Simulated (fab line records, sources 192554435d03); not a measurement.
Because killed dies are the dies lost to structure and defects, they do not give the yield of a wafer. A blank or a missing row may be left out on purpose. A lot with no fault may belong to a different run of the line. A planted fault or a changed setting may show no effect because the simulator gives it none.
Split-lot study | flow n5_finfet | 39 wafers read from 7 lots, route of 1938 steps

ABOUT THE SPLIT
At N5_MOL_CONTACT_COAG_ETCH_124 (etches SiNx in CH3F/O2, stops on SiOC, target depth 6.5 nm), the setting bias_w was moved away from the recipe's 73 W on 9 of the 39 wafers read, by -18.2% to -7.4%. All remaining wafers had this setting at the recipe value.

Reading taken at the split's own step.

THE READING
rf_vpp_V, in V, at N5_MOL_CONTACT_COAG_ETCH_124 (etches SiNx in CH3F/O2, stops on SiOC, target depth 6.5 nm). A value of 298 V with a standard deviation of 5.9 V is what fault-free wafers of this fab line usually give.

wafer  | tool, chamber at the split | bias_w as run, W | against the recipe | rf_vpp_V, V | against lot-mates on the recipe
L079.1 | rie_diel-03, 0             | 73               | recipe             | 285         | -
L079.2 | rie_diel-03, 2             | 73               | recipe             | 302         | -
L079.3 | rie_diel-03, 3             | 73               | recipe             | 306         | -
L079.4 | rie_diel-03, 1             | 73               | recipe             | 304         | -
L079.5 | rie_diel-03, 0             | 73               | recipe             | 285         | -
L079.6 | rie_diel-03, 3             | 73               | recipe             | 306         | -
L082.1 | rie_diel-03, 3             | 67.59            | -7.4%              | 287         | -17
L082.2 | rie_diel-03, 1             | 73               | recipe             | 306         | -
L082.3 | rie_diel-03, 2             | 73               | recipe             | 301         | -
L082.4 | rie_diel-03, 2             | 67.59            | -7.4%              | 281         | -23
L082.5 | rie_diel-03, 1             | 67.59            | -7.4%              | 288         | -16
L082.6 | rie_diel-03, 3             | 73               | recipe             | 305         | -
L083.1 | rie_diel-05, 2             | 64.12            | -12.2%             | 271         | -25
L083.2 | rie_diel-05, 1             | 73               | recipe             | 294         | -
L083.3 | rie_diel-05, 0             | 73               | recipe             | 296         | -
L083.4 | rie_diel-05, 3             | 64.12            | -12.2%             | 264         | -32
L083.5 | rie_diel-05, 1             | 64.12            | -12.2%             | 266         | -30
L083.6 | rie_diel-05, 0             | 73               | recipe             | 297         | -
L084.1 | rie_diel-03, 3             | 73               | recipe             | 306         | -
L084.2 | rie_diel-03, 2             | 73               | recipe             | 300         | -
L084.3 | rie_diel-03, 0             | 73               | recipe             | 289         | -
L084.4 | rie_diel-03, 1             | 73               | recipe             | 306         | -
L084.5 | rie_diel-03, 0             | 73               | recipe             | 289         | -
L084.6 | rie_diel-03, 1             | 73               | recipe             | 304         | -
L085.1 | rie_diel-03, 3             | 73               | recipe             | 305         | -
L085.2 | rie_diel-03, 2             | 73               | recipe             | 299         | -
L085.3 | rie_diel-03, 0             | 59.7             | -18.2%             | 246         | -57
L085.4 | rie_diel-03, 1             | 59.7             | -18.2%             | 259         | -44
L085.5 | rie_diel-03, 1             | 73               | recipe             | 305         | -
L085.6 | rie_diel-03, 0             | 59.7             | -18.2%             | 246         | -57
L091.2 | rie_diel-03, 2             | 73               | recipe             | 300         | -
L091.4 | rie_diel-03, 1             | 73               | recipe             | 305         | -
L091.5 | rie_diel-03, 0             | 73               | recipe             | 290         | -
L096.1 | rie_diel-04, 2             | 73               | recipe             | 295         | -
L096.2 | rie_diel-04, 1             | 73               | recipe             | 300         | -
L096.3 | rie_diel-04, 3             | 73               | recipe             | 290         | -
L096.4 | rie_diel-04, 0             | 73               | recipe             | 289         | -
L096.5 | rie_diel-04, 2             | 73               | recipe             | 295         | -
L096.6 | rie_diel-04, 1             | 73               | recipe             | 298         | -

THE FIT
A straight line over all 39 wafers: rf_vpp_V changes by +2.55 V for each +1% of bias_w; r = +0.91; the points scatter about the line by 6.7 V.
The same after taking each lot's own level away (the mean of its wafers on the recipe; 39 wafers): +2.72 V for each +1%; r = +0.94; scatter 6.1 V.
Per that fit: largest bias_w move, reading shift of 50 V.
Across the lots, their own levels run from 294.5 to 304.0 V, a range of 1.6 times the standard deviation given above.
The two slopes are in agreement: the lot-to-lot level therefore moves the slope only a little.
Check: with one of the wafers moved furthest among these (-18.2%) left out of the fit, the line predicts -47.3 V for it against its lot-mates. Against them it came out at -57 V.
Tool readings at the split's step, against how far the setting was moved: rf_vpp_V r = +0.91.

OTHER SPLITS APPLIED TO THESE WAFERS
Note: prior to the reading, these wafers also went through further splits. Each is held against what the fit with the lots' levels taken away leaves over:
other split on the same wafers       | wafers away from the commonest value | r with rf_vpp_V (lot level and that fit taken away)
N5_MOL_CONTACT_COAG_ETCH_67 source_w | 12                                   | +0.14

THE FILE'S OWN FIT
rf_vpp_V changes by +2.72 V for each +1% of bias_w, r = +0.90.
